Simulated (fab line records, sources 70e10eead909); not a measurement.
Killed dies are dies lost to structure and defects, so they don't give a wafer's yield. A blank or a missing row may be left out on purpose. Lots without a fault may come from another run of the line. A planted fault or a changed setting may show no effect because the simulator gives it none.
Chamber matching | flow nand_harc | NHARC_A_STAIRCASE_DESCUM_443 on rie_diel-12: 4 sister chambers
The step chemistry O2, time 3 s. 4 wafers are shown with their chamber, then 9 later ones without.

WAFERS WITH THEIR CHAMBER
wafer  | chamber | showerhead_plenum_p_Torr (Torr)
L082.1 | 1       | 1.93
L088.3 | 0       | 1.92
L088.5 | 3       | 2.06
L088.6 | 2       | 1.95

WAFERS WITHOUT THEIR CHAMBER
wafer  | showerhead_plenum_p_Torr (Torr)
L090.1 | 1.91
L090.2 | 2.06
L090.5 | 1.91
L092.1 | 1.92
L092.2 | 1.91
L092.3 | 1.95
L096.2 | 1.92
L096.4 | 1.91
L096.6 | 2.06

WHICH CHAMBER EACH WENT THROUGH
wafer  | from the rows above     | in truth
L090.1 | can't be placed: 0 or 1 | 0
L090.2 | 3                       | 3
L090.5 | can't be placed: 0 or 1 | 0
L092.1 | can't be placed: 0 or 1 | 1
L092.2 | can't be placed: 0 or 1 | 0
L092.3 | 2                       | 2
L096.2 | can't be placed: 0 or 1 | 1
L096.4 | can't be placed: 0 or 1 | 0
L096.6 | 3                       | 3
Placed correctly: 3 of 9. Can't be placed from these rows: 6 (the true chamber is among the candidates in 6). Placed wrongly: 0.
How it was worked out, from the rows above alone: a wafer's distance from a chamber is the root of the sum, over the readings, of the square of ((its reading less the chamber's mean) divided by the reading's scatter). The wafer belongs to the nearest chamber; if the next one is less than 2 further off, it can't be placed. A chamber's mean is the mean of its shown wafers. The scatter: with one shown wafer a chamber, the root of the mean of the squares of how far each hidden wafer lies from its nearest shown one.
